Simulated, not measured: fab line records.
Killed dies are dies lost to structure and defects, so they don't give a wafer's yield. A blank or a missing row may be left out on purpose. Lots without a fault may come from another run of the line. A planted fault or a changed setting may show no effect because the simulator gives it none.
Chamber matching ; flow nand-harc ; pecvd-04 running NHARC_A_CHANNEL_HOLE_D1_DEP_01: 3 sister chambers
The step deposits SiON, target thk 140 nm. 6 wafers are shown with their chamber, then 7 later ones without.

== WAFERS WITH THEIR CHAMBER ==
wafer;chamber;heater-power-w (W);chamber-pressure-Torr (Torr)
L080.5;1;842;3.495
L086.1;2;849;3.487
L086.4;0;779;3.500
L086.5;1;772;3.507
L089.1;0;793;3.507
L089.3;2;793;3.503

== WAFERS WHOSE CHAMBER IS MISSING ==
wafer;heater-power-w (W);chamber-pressure-Torr (Torr)
L089.5;823;3.489
L090.3;897;3.494
L090.4;772;3.491
L090.5;914;3.507
L097.1;848;3.504
L097.2;803;3.516
L097.4;844;3.497

== CHAMBER TAKEN BY EACH ==
wafer;from the rows above;in truth
L089.5;can't be placed: 2 or 1 or 0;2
L090.3;can't be placed: 2 or 1 or 0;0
L090.4;can't be placed: 2 or 1 or 0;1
L090.5;can't be placed: 2 or 1 or 0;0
L097.1;can't be placed: 1 or 2 or 0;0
L097.2;can't be placed: 0 or 1 or 2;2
L097.4;can't be placed: 2 or 1 or 0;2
0 of 7 placed correctly. From these rows, 7 cannot be placed; in 7 the true chamber is one of the candidates. Number placed wrongly: 0.
How it was worked out, from the rows above alone: a wafer's distance from a chamber is the root of the sum, over the readings, of the square of ((its reading less the chamber's mean) divided by the reading's scatter). The wafer belongs to the nearest chamber; if the next one is less than 2 further off, it can't be placed. For every chamber, the mean is computed from those of its wafers that are shown. How the scatter is found: for the shown wafers, subtract from each reading the mean of its chamber, square and add these, divide the total by (wafers less chambers), then take the root.
